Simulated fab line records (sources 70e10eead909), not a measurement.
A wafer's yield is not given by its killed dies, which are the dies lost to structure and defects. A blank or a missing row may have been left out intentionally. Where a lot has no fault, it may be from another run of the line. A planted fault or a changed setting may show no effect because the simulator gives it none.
Chamber matching | flow nand_harc | NHARC_A_STAIRCASE_DESCUM_312 on rie_diel-05: 4 sister chambers
The step chemistry O2, time 3 s. 4 wafers are shown with their chamber, then 10 later ones without.

== WAFERS WITH THEIR CHAMBER ==
wafer  | chamber | drypump_motor_current_A (A)
L082.5 | 3       | 6.4
L085.6 | 0       | 5.4
L091.3 | 1       | 4.9
L091.5 | 2       | 6.4

== WAFERS WITH NO CHAMBER GIVEN ==
wafer  | drypump_motor_current_A (A)
L091.6 | 5.0
L090.2 | 5.4
L090.3 | 6.4
L090.5 | 4.9
L092.2 | 6.4
L092.4 | 6.4
L092.5 | 6.4
L093.2 | 5.0
L093.4 | 5.4
L093.6 | 6.4

== EACH ONE'S CHAMBER ==
wafer  | from the rows above     | in truth
L091.6 | 1                       | 1
L090.2 | 0                       | 0
L090.3 | can't be placed: 2 or 3 | 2
L090.5 | 1                       | 1
L092.2 | can't be placed: 2 or 3 | 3
L092.4 | can't be placed: 2 or 3 | 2
L092.5 | can't be placed: 2 or 3 | 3
L093.2 | 1                       | 1
L093.4 | 0                       | 0
L093.6 | can't be placed: 2 or 3 | 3
Placed correctly: 5 of 10. Unplaceable from these rows: 5, with the true chamber sitting among the candidates in 5. Wrongly placed: 0.
How it was worked out, from the rows above alone: a wafer's distance from a chamber is the root of the sum, over the readings, of the square of ((its reading less the chamber's mean) divided by the reading's scatter). If the next closest chamber is less than 2 further off than the closest, the wafer can't be placed; otherwise it belongs to the closest. For every chamber, the mean is computed from those of its wafers that are shown. The scatter: root of mean squared gap, hidden wafer to nearest shown wafer, with one shown wafer a chamber.
